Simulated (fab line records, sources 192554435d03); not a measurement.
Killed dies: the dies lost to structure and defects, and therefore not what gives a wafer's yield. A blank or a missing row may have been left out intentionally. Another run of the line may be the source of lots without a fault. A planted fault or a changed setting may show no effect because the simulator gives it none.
The tool behind it: which one?    flow n5 finfet    17 lots with 51 wafers sampled at 6 steps, on a route of 1938 steps

== WHAT THE GAUGES READ, wafer by wafer ==
Not one reading of a measure or inspect step in the record can be checked against a usual standard deviation.

== TOOL THAT RAN EACH LOT (tool first, then ch and the chambers of the sampled wafers, then the start) ==
lot   N5_FIN_SAQP_ETCH_51                N5_FIN_SAQP_SPACER1_ETCHBACK_25    N5_FIN_SAQP_HM_OPEN_33             N5_FIN_CUT_ETCH_21                 N5_FIN_CUT_PRECLEAN_35             N5_STI_FIN_REVEAL_OXIDATION_33
L077  rie diel-05 ch 0,1, day 2 15:38    rie diel-03 ch 0,2,3, day 2 17:31  rie diel-05 ch 0,2,3, day 2 19:26  rie diel-02 ch 0,1,2, day 2 20:32  vapor etch-01 ch 0,1, day 2 20:59  plasma asher-01 ch 0,1, day 3 07:19
L078  rie diel-01 ch 0,1,2, day 2 21:47  rie diel-01 ch 0,3, day 2 23:51    rie diel-05 ch 0,3, day 3 01:55    rie diel-06 ch 0,1,2, day 3 02:58  vapor etch-01 ch 0, day 3 03:26    plasma asher-02 ch 0,1, day 3 12:29
L080  rie diel-03 ch 0,3, day 3 10:05    rie diel-05 ch 0,1,3, day 3 11:51  rie diel-05 ch 1,3, day 3 13:40    rie diel-06 ch 1,3, day 3 14:44    vapor etch-02 ch 0,1, day 3 15:11  plasma asher-02 ch 0,1, day 4 00:19
L082  rie diel-05 ch 0,1,3, day 3 22:16  rie diel-05 ch 1,3, day 4 01:14    rie diel-03 ch 0,1, day 4 03:07    rie diel-02 ch 0,2,3, day 4 04:18  vapor etch-02 ch 0,1, day 4 04:46  plasma asher-01 ch 0,1, day 4 14:47
L084  rie diel-03 ch 0,2,3, day 4 10:02  rie diel-03 ch 0,2,3, day 4 11:53  rie diel-03 ch 0,2,3, day 4 14:08  rie diel-02 ch 2,3, day 4 15:15    vapor etch-01 ch 0,1, day 4 15:56  plasma asher-01 ch 0,1, day 5 02:21
L085  rie diel-01 ch 0,1,3, day 4 16:33  rie diel-05 ch 0,3, day 4 18:54    rie diel-01 ch 0,1,3, day 4 20:53  rie diel-04 ch 0,1,2, day 4 22:06  vapor etch-02 ch 0,1, day 4 22:26  plasma asher-02 ch 0,1, day 5 08:54
L086  rie diel-03 ch 0,2,3, day 4 22:41  rie diel-05 ch 0,2,3, day 5 01:39  rie diel-01 ch 0,2,3, day 5 04:26  rie diel-06 ch 0,1,3, day 5 05:37  vapor etch-01 ch 0,1, day 5 06:04  plasma asher-01 ch 0,1, day 5 15:22
L087  rie diel-01 ch 0,2, day 5 05:22    rie diel-05 ch 2,3, day 5 07:24    rie diel-03 ch 0,1,2, day 5 09:11  rie diel-04 ch 0,3, day 5 10:25    vapor etch-02 ch 0,1, day 5 10:53  plasma asher-02 ch 0,1, day 5 20:35
L089  rie diel-03 ch 0,1,2, day 5 16:26  rie diel-03 ch 2,3, day 5 18:14    rie diel-05 ch 0,1,2, day 5 20:02  rie diel-04 ch 2,3, day 5 21:17    vapor etch-02 ch 0,1, day 5 21:45  plasma asher-02 ch 0,1, day 6 06:41
L090  rie diel-01 ch 0,3, day 5 22:41    rie diel-03 ch 2,3, day 6 00:30    rie diel-05 ch 2,3, day 6 02:22    rie diel-04 ch 2,3, day 6 03:33    vapor etch-01 ch 0,1, day 6 04:02  plasma asher-01 ch 0,1, day 6 13:10
L091  rie diel-03 ch 2,3, day 6 04:33    rie diel-05 ch 1,3, day 6 06:21    rie diel-03 ch 0,1, day 6 08:43    rie diel-02 ch 0,3, day 6 10:02    vapor etch-02 ch 0,1, day 6 10:29  plasma asher-01 ch 1, day 6 20:10
L092  rie diel-05 ch 1,3, day 6 10:59    rie diel-05 ch 1,2,3, day 6 13:07  rie diel-01 ch 2,3, day 6 15:16    rie diel-02 ch 1,2,3, day 6 16:26  vapor etch-01 ch 0,1, day 6 18:04  plasma asher-02 ch 0,1, day 7 02:56
L093  rie diel-05 ch 0,2,3, day 6 16:58  rie diel-01 ch 0,2, day 6 19:10    rie diel-01 ch 0,2, day 6 21:31    rie diel-02 ch 1,2,3, day 6 22:41  vapor etch-02 ch 0,1, day 6 23:09  plasma asher-02 ch 0,1, day 7 08:04
L094  rie diel-03 ch 0,2,3, day 7 01:02  rie diel-01 ch 0,1, day 7 02:52    rie diel-05 ch 2,3, day 7 04:40    rie diel-04 ch 0,1,2, day 7 05:50  vapor etch-02 ch 0,1, day 7 06:18  plasma asher-01 ch 0,1, day 7 15:28
L095  rie diel-01 ch 2,3, day 7 04:50    rie diel-03 ch 0,3, day 7 06:37    rie diel-01 ch 0,2, day 7 08:47    rie diel-06 ch 0,1,3, day 7 09:58  vapor etch-01 ch 0,1, day 7 10:25  plasma asher-01 ch 0,1, day 7 19:31
L096  rie diel-05 ch 0,1, day 7 09:35    rie diel-01 ch 1,2,3, day 7 11:45  rie diel-03 ch 0,1,3, day 7 13:37  rie diel-06 ch 1,2,3, day 7 14:47  vapor etch-01 ch 0,1, day 7 15:15  plasma asher-02 ch 0,1, day 8 00:04
L097  rie diel-03 ch 2,3, day 7 15:53    rie diel-05 ch 0,1, day 7 17:40    rie diel-03 ch 1,3, day 7 19:47    rie diel-06 ch 0,3, day 7 20:50    vapor etch-02 ch 1, day 7 21:19    plasma asher-01 ch 0,1, day 8 07:58
- N5_FIN_SAQP_ETCH_51: etches SiARC in CF4, target depth 45.5 nm, time 75.8 s.
- N5_FIN_SAQP_SPACER1_ETCHBACK_25: etches SiO2 in CHF3/O2, target depth 24.4 nm, time 12.2 s.
- N5_FIN_SAQP_HM_OPEN_33: chemistry CH3F/O2, target SiNx, target depth 49.4 nm, time 70.6 s.
- N5_FIN_CUT_ETCH_21: etches SOC in N2/H2, target depth 219 nm, overetch 43.8 nm, time 523.5 s.
- N5_FIN_CUT_PRECLEAN_35: cleans in vHF, time 13.3 s.
- N5_STI_FIN_REVEAL_OXIDATION_33: chemistry O2 PLASMA REMOTE, time 20 s.

== WHAT THE TOOLS THEMSELVES READ (means of the sampled wafers that have a number; where no wafer has one, the mark that the record gives instead) ==
N5_FIN_SAQP_ETCH_51. Usual: chamber pressure mTorr 40.00 mTorr, standard deviation 0.036; drypump motor current A 5.7 A, standard deviation 0.42; etch rf on time s 75.1 s, standard deviation 1.5; mfc ar sccm 99.96 sccm, standard deviation 0.29; oes product au 0.69 a.u., standard deviation 0.083; rf vpp V 184.1 V, standard deviation 1.2; showerhead plenum p Torr 2.14 Torr, standard deviation 0.066; throttle valve pct 15.58 %, standard deviation 0.27.
lot   tool         chamber pressure mTorr (mTorr)  drypump motor current A (A)  etch rf on time s (s)  mfc ar sccm (sccm)  oes product au (a.u.)  rf vpp V (V)  showerhead plenum p Torr (Torr)  throttle valve pct (%)  flag
L077  rie diel-05  39.98                           5.5                          76.0                   99.67               0.70                   184.7         2.19                             15.71                   
L078  rie diel-01  40.01                           5.5                          75.2                   99.88               0.67                   184.0         2.14                             15.60                   
L080  rie diel-03  40.00                           5.5                          76.0                   100.35              0.65                   183.5         2.11                             15.49                   
L082  rie diel-05  40.00                           5.5                          76.2                   99.67               0.68                   184.2         2.18                             15.61                   
L084  rie diel-03  39.97                           5.7                          74.5                   99.93               0.72                   183.3         2.13                             15.47                   
L085  rie diel-01  39.98                           5.3                          72.6                   99.80               0.80                   184.1         2.13                             15.30                   
L086  rie diel-03  40.04                           5.7                          75.3                   99.85               0.71                   184.0         2.13                             15.50                   
L087  rie diel-01  40.00                           5.3                          74.1                   100.06              0.70                   183.3         2.11                             15.51                   
L089  rie diel-03  40.03                           6.0                          75.1                   99.95               0.74                   183.8         2.08                             15.45                   
L090  rie diel-01  40.01                           5.1                          73.7                   100.06              0.75                   183.7         2.10                             15.35                   
L091  rie diel-03  39.99                           5.8                          74.7                   100.07              0.76                   183.8         2.15                             15.48                   
L092  rie diel-05  40.02                           5.5                          74.7                   99.94               0.64                   184.0         2.14                             15.83                   
L093  rie diel-05  39.98                           5.8                          77.3                   100.05              0.64                   185.2         2.19                             15.52                   
L094  rie diel-03  40.01                           5.7                          74.9                   100.04              0.69                   183.6         2.13                             15.52                   
L095  rie diel-01  40.02                           5.4                          75.8                   99.97               0.70                   183.2         2.10                             15.69                   
L096  rie diel-05  40.00                           5.5                          76.0                   99.88               0.66                   184.3         2.17                             15.80                   
L097  rie diel-03  40.00                           5.7                          75.1                   100.03              0.73                   184.6         2.20                             15.54                   

N5_FIN_SAQP_SPACER1_ETCHBACK_25. Usual: chamber pressure mTorr 29.998 mTorr, standard deviation 0.029; drypump motor current A 5.6 A, standard deviation 0.36; mfc ar sccm 200.0 sccm, standard deviation 0.62; oes_f_703_au 0.79 a.u., standard deviation 0.082; oes product au 0.79 a.u., standard deviation 0.087; rf vpp V 527 V, standard deviation 8.4; showerhead plenum p Torr 2.43 Torr, standard deviation 0.069; throttle valve pct 18.9 %, standard deviation 0.31.
lot   tool         chamber pressure mTorr (mTorr)  drypump motor current A (A)  mfc ar sccm (sccm)  oes_f_703_au (a.u.)  oes product au (a.u.)  rf vpp V (V)  showerhead plenum p Torr (Torr)  throttle valve pct (%)  flag
L077  rie diel-03  29.987                          5.7                          199.6               0.75                 0.76                   531           2.41                             18.8                    
L078  rie diel-01  30.012                          5.1                          199.9               0.92                 0.93                   531           2.37                             18.6                    
L080  rie diel-05  29.966                          5.5                          200.1               0.80                 0.80                   523           2.46                             18.9                    
L082  rie diel-05  30.021                          5.6                          199.8               0.77                 0.76                   516           2.43                             19.1                    
L084  rie diel-03  29.957                          5.7                          199.5               0.83                 0.84                   533           2.40                             18.8                    
L085  rie diel-05  29.986                          5.6                          200.7               0.80                 0.78                   520           2.46                             18.8                    
L086  rie diel-05  29.994                          5.7                          200.0               0.77                 0.78                   524           2.48                             18.8                    
L087  rie diel-05  29.989                          5.8                          199.2               0.74                 0.74                   517           2.44                             19.0                    
L089  rie diel-03  29.969                          5.7                          200.1               0.85                 0.88                   536           2.48                             18.8                    
L090  rie diel-03  29.964                          5.8                          199.9               0.88                 0.89                   538           2.42                             18.8                    
L091  rie diel-05  29.995                          5.5                          200.7               0.75                 0.75                   520           2.42                             19.3                    
L092  rie diel-05  30.005                          5.8                          199.9               0.73                 0.74                   522           2.44                             19.1                    
L093  rie diel-01  30.016                          5.5                          200.0               0.75                 0.76                   526           2.36                             19.0                    
L094  rie diel-01  29.997                          5.2                          200.1               0.87                 0.87                   526           2.38                             18.6                    
L095  rie diel-03  29.959                          5.5                          200.1               0.73                 0.73                   524           2.36                             18.8                    
L096  rie diel-01  29.969                          5.5                          199.6               0.82                 0.83                   528           2.39                             18.9                    
L097  rie diel-05  30.000                          5.5                          199.6               0.76                 0.77                   526           2.45                             19.1                    

N5_FIN_SAQP_HM_OPEN_33. Usual: chamber pressure mTorr 30.001 mTorr, standard deviation 0.028; drypump motor current A 5.6 A, standard deviation 0.41; etch rf on time s 68.6 s, standard deviation 1.6; mfc ar sccm 150.0 sccm, standard deviation 0.45; oes_f_703_au 0.80 a.u., standard deviation 0.086; oes product au 0.69 a.u., standard deviation 0.08; rf vpp V 299 V, standard deviation 4.6; showerhead plenum p Torr 2.00 Torr, standard deviation 0.06; throttle valve pct 16.31 %, standard deviation 0.29.
lot   tool         chamber pressure mTorr (mTorr)  drypump motor current A (A)  etch rf on time s (s)  mfc ar sccm (sccm)  oes_f_703_au (a.u.)  oes product au (a.u.)  rf vpp V (V)  showerhead plenum p Torr (Torr)  throttle valve pct (%)  flag
L077  rie diel-05  30.007                          5.8                          70.2                   150.0               0.79                 0.68                   297           2.06                             16.22                   
L078  rie diel-05  29.993                          5.6                          68.1                   150.1               0.82                 0.69                   296           2.05                             16.22                   
L080  rie diel-05  30.000                          5.6                          68.5                   150.1               0.78                 0.66                   293           2.02                             16.54                   
L082  rie diel-03  29.999                          6.3                          68.7                   150.0               0.69                 0.60                   303           1.93                             16.42                   
L084  rie diel-03  29.992                          5.7                          67.6                   149.9               0.82                 0.72                   302           1.99                             16.20                   
L085  rie diel-01  30.014                          5.3                          68.1                   150.3               0.91                 0.78                   301           1.99                             16.03                   
L086  rie diel-01  29.970                          5.4                          67.6                   150.0               0.81                 0.72                   299           1.96                             16.33                   
L087  rie diel-03  30.019                          6.0                          67.9                   150.2               0.86                 0.75                   303           1.93                             16.15                   
L089  rie diel-05  30.035                          5.7                          70.4                   150.1               0.76                 0.66                   300           2.05                             16.36                   
L090  rie diel-05  29.990                          6.0                          68.0                   150.1               0.72                 0.62                   296           2.04                             16.47                   
L091  rie diel-03  29.987                          6.3                          68.1                   150.5               0.86                 0.74                   302           1.93                             16.13                   
L092  rie diel-01  29.989                          5.6                          67.6                   149.9               0.75                 0.66                   300           1.97                             16.57                   
L093  rie diel-01  30.008                          5.6                          68.8                   150.4               0.74                 0.65                   300           1.96                             16.49                   
L094  rie diel-05  29.993                          5.8                          71.2                   149.6               0.73                 0.61                   293           2.02                             16.51                   
L095  rie diel-01  30.024                          5.5                          68.1                   149.7               0.74                 0.65                   299           1.96                             16.48                   
L096  rie diel-03  29.998                          5.9                          69.1                   149.9               0.81                 0.69                   300           1.98                             16.22                   
L097  rie diel-03  29.971                          6.3                          67.7                   150.0               0.89                 0.77                   305           2.00                             16.16                   

N5_FIN_CUT_ETCH_21. Usual: chamber pressure mTorr 30.000 mTorr, standard deviation 0.029; drypump motor current A 5.7 A, standard deviation 0.38; oes product au 0.76 a.u., standard deviation 0.076; rf vpp V 241.0 V, standard deviation 1.5; showerhead plenum p Torr 2.57 Torr, standard deviation 0.1; throttle valve pct 17.69 %, standard deviation 0.26.
lot   tool         chamber pressure mTorr (mTorr)  drypump motor current A (A)  oes product au (a.u.)  rf vpp V (V)  showerhead plenum p Torr (Torr)  throttle valve pct (%)  flag
L077  rie diel-02  30.015                          5.7                          0.80                   242.1         2.63                             17.87                   
L078  rie diel-06  30.019                          5.9                          0.79                   239.9         2.54                             17.54                   
L080  rie diel-06  30.008                          5.8                          0.77                   241.2         2.61                             17.59                   
L082  rie diel-02  29.990                          5.9                          0.76                   241.4         2.61                             17.73                   
L084  rie diel-02  29.980                          6.3                          0.79                   241.3         2.55                             17.78                   
L085  rie diel-04  30.012                          5.6                          0.70                   239.7         2.49                             17.80                   
L086  rie diel-06  29.991                          5.8                          0.74                   239.6         2.53                             17.66                   
L087  rie diel-04  30.005                          5.9                          0.81                   240.9         2.56                             17.77                   
L089  rie diel-04  29.986                          5.8                          0.84                   240.3         2.54                             17.79                   
L090  rie diel-04  29.995                          5.6                          0.80                   239.8         2.50                             17.83                   
L091  rie diel-02  29.993                          5.6                          0.76                   242.2         2.67                             17.44                   
L092  rie diel-02  30.016                          6.0                          0.79                   241.5         2.62                             17.65                   
L093  rie diel-02  29.986                          6.0                          0.78                   241.4         2.62                             17.66                   
L094  rie diel-04  30.001                          5.5                          0.77                   239.7         2.48                             17.68                   
L095  rie diel-06  30.000                          5.8                          0.72                   240.2         2.52                             17.68                   
L096  rie diel-06  30.021                          5.9                          0.76                   242.1         2.61                             17.54                   
L097  rie diel-06  29.983                          5.6                          0.68                   240.2         2.49                             17.81                   

N5_FIN_CUT_PRECLEAN_35. Usual: drypump motor current A 5.9 A, standard deviation 0.59; foreline p Torr 0.1279 Torr, standard deviation 0.00055; pressure torr 124.95 Torr, standard deviation 0.23.
lot   tool           drypump motor current A (A)  foreline p Torr (Torr)  pressure torr (Torr)  flag
L077  vapor etch-01  5.3                          0.1285                  124.99                
L078  vapor etch-01  6.3                          0.1275                  124.87                
L080  vapor etch-02  6.2                          0.1279                  124.93                
L082  vapor etch-02  6.2                          0.1282                  124.84                
L084  vapor etch-01  5.8                          0.1278                  125.05                
L085  vapor etch-02  6.2                          0.1274                  124.98                
L086  vapor etch-01  5.3                          0.1284                  124.94                
L087  vapor etch-02  6.2                          0.1278                  124.88                
L089  vapor etch-02  6.2                          0.1280                  124.64                
L090  vapor etch-01  5.8                          0.1275                  125.10                
L091  vapor etch-02  6.2                          0.1282                  125.27                
L092  vapor etch-01  5.3                          0.1287                  124.75                
L093  vapor etch-02  6.2                          0.1279                  124.97                
L094  vapor etch-02  6.2                          0.1278                  125.03                
L095  vapor etch-01  5.3                          0.1275                  124.83                
L096  vapor etch-01  5.3                          0.1275                  124.87                
L097  vapor etch-02  6.2                          0.1283                  125.11                

N5_STI_FIN_REVEAL_OXIDATION_33. Usual: chamber pressure mTorr 999.9 mTorr, standard deviation 0.87; drypump motor current A 5.5 A, standard deviation 0.31; heater power w 162 W, standard deviation 9.8.
lot   tool             chamber pressure mTorr (mTorr)  drypump motor current A (A)  heater power w (W)  flag
L077  plasma asher-01  1000.3                          5.5                          163                 
L078  plasma asher-02  999.2                           5.8                          152                 
L080  plasma asher-02  1000.4                          5.8                          159                 
L082  plasma asher-01  1000.1                          5.3                          169                 
L084  plasma asher-01  999.6                           5.5                          162                 
L085  plasma asher-02  999.6                           5.8                          158                 
L086  plasma asher-01  999.2                           5.3                          168                 
L087  plasma asher-02  999.0                           5.8                          160                 
L089  plasma asher-02  1000.8                          5.8                          159                 
L090  plasma asher-01  999.5                           5.4                          162                 
L091  plasma asher-01  998.9                           5.1                          174                 
L092  plasma asher-02  1000.2                          5.8                          155                 
L093  plasma asher-02  999.6                           5.8                          155                 
L094  plasma asher-01  1000.5                          5.3                          168                 
L095  plasma asher-01  1000.1                          5.5                          164                 
L096  plasma asher-02  999.5                           5.8                          155                 
L097  plasma asher-01  999.5                           5.4                          165                 

== THE ANSWER, worked out from the rows above alone ==
Rule: a lot counts as off when the mean over its wafers that have a number is more than 3 standard deviations away from the usual mean. A lot without any number at a reading at which 4 lots or more have one is off too. Where the step has rows for the other lots, those lots are counted as sound. Order of review: gauges by route order, followed by the tools' own readings, for which a lot's mean as printed above is used. At the first step where some lot is off, the reading lying furthest off is the one used; lots without a number count as furthest.
No lot is off at any reading shown: from this, nothing can be told.

== WHAT THE SIMULATOR PUT IN ==
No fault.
